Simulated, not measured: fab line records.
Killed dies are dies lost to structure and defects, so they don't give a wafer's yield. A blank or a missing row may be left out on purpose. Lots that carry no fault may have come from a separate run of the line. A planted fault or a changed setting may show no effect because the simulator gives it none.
One fault seen from 3 desks + flow nand harc + each desk holds nothing but its own numbers, with what lay behind them at the end

== THE DEFECT DESK ==
Lot by lot, what the route's inspections counted, given as the mean of those sampled wafers with a number. Marked OUT: a lot whose mean sits more than 4 standard deviations from the usual mean, which makes it out of limits; the brackets give that distance.
Columns: A = raw defect count at NHARC_A_CONTACT_INSPECT_44, usual 77
| lot  | first seen here | A  |
|------|-----------------|----|
| L930 | day 22 09:25    | 67 |
| L932 | day 23 12:31    | 69 |
| L939 | day 26 06:01    | 76 |
| L940 | day 27 10:42    | 47 |
| L944 | day 28 06:55    | 29 |
| L949 | day 30 21:31    | 51 |
This desk's finding: nothing out of limits on any of the 6 lots.

== FROM THE METROLOGY DESK ==
Lot by lot, what the gauges showed, no matter which tool ran the lot: averages of those sampled wafers that carry a number. Marked OUT: a lot whose mean sits more than 4 standard deviations from the usual mean, which makes it out of limits; the brackets give that distance.
Columns: A = cd nm at NHARC_A_CONTACT_CD_MEAS_42, usual 300.0 nm; B = overlay x nm at NHARC_A_CONTACT_OVL_MEAS_43, usual 0.0 nm; C = overlay y nm at NHARC_A_CONTACT_OVL_MEAS_43, usual -0.2 nm
| lot  | first seen here | A     | B    | C    |
|------|-----------------|-------|------|------|
| L930 | day 22 09:18    | 300.2 | -0.1 | -0.7 |
| L932 | day 23 12:23    | 299.4 | -0.7 | 0.5  |
| L939 | day 26 05:54    | 299.9 | -1.7 | -1.1 |
| L940 | day 27 10:35    | 300.5 | 1.3  | -0.3 |
| L944 | day 28 06:47    | 300.2 | 0.7  | -0.6 |
| L949 | day 30 21:23    | 300.1 | -0.1 | -1.3 |
This desk's finding: nothing out of limits on any of the 6 lots.

== DESK OF THE TOOL OWNER: rie diel-03 ==
The tool's own readings at NHARC_A_CONTACT_ETCH_48 (etches the open film in CF4, target depth 39 nm, time 65 s): means of the sampled wafers that have a number, for each lot that ran on this tool. Marked OUT: a lot whose mean sits more than 4 standard deviations from the usual mean, which makes it out of limits; the brackets give that distance.
Columns: A = drypump motor current A at NHARC_A_CONTACT_ETCH_48, usual 5.7 A; B = oes product au at NHARC_A_CONTACT_ETCH_48, usual 1.000 a.u.; C = rf vpp V at NHARC_A_CONTACT_ETCH_48, usual 151.2 V; D = showerhead plenum p Torr at NHARC_A_CONTACT_ETCH_48, usual 1.76 Torr; E = throttle valve pct at NHARC_A_CONTACT_ETCH_48, usual 13.284 %
| lot  | first seen here | A   | B                | C     | D    | E      |
|------|-----------------|-----|------------------|-------|------|--------|
| L932 | day 23 12:39    | 5.9 | 1.003            | 150.1 | 1.72 | 13.283 |
| L939 | day 26 06:10    | 5.8 | 0.950 (-4.6) OUT | 150.0 | 1.73 | 13.284 |
| L940 | day 27 10:51    | 5.8 | 0.943 (-5.2) OUT | 150.8 | 1.72 | 13.288 |
This desk finds L939, L940 out of limits, L939 being first, at day 26 06:10 (oes product au at NHARC_A_CONTACT_ETCH_48). In limits: L932.

== TAKEN TOGETHER ==
The tool owner's desk could have raised an alarm at day 26 06:10, on L939, L940.
The defect desk saw nothing out of limits.
The metrology desk saw nothing out of limits.
The defect desk has L939, L940 on record, within its limits.
The metrology desk holds a record of L939, L940, inside its limits.
The lots listed all ran NHARC_A_CONTACT_ETCH_48 on rie diel-03.

== WHAT THE SIMULATOR HAD INSERTED ==
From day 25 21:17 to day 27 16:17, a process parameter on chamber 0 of rie diel-03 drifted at NHARC_A_CONTACT_ETCH_48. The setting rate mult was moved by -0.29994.
Struck lots among those shown: L939, L940.
How many hours passed from the start of the fault until each desk's first out-of-limits reading: the tool owner's desk, 9.
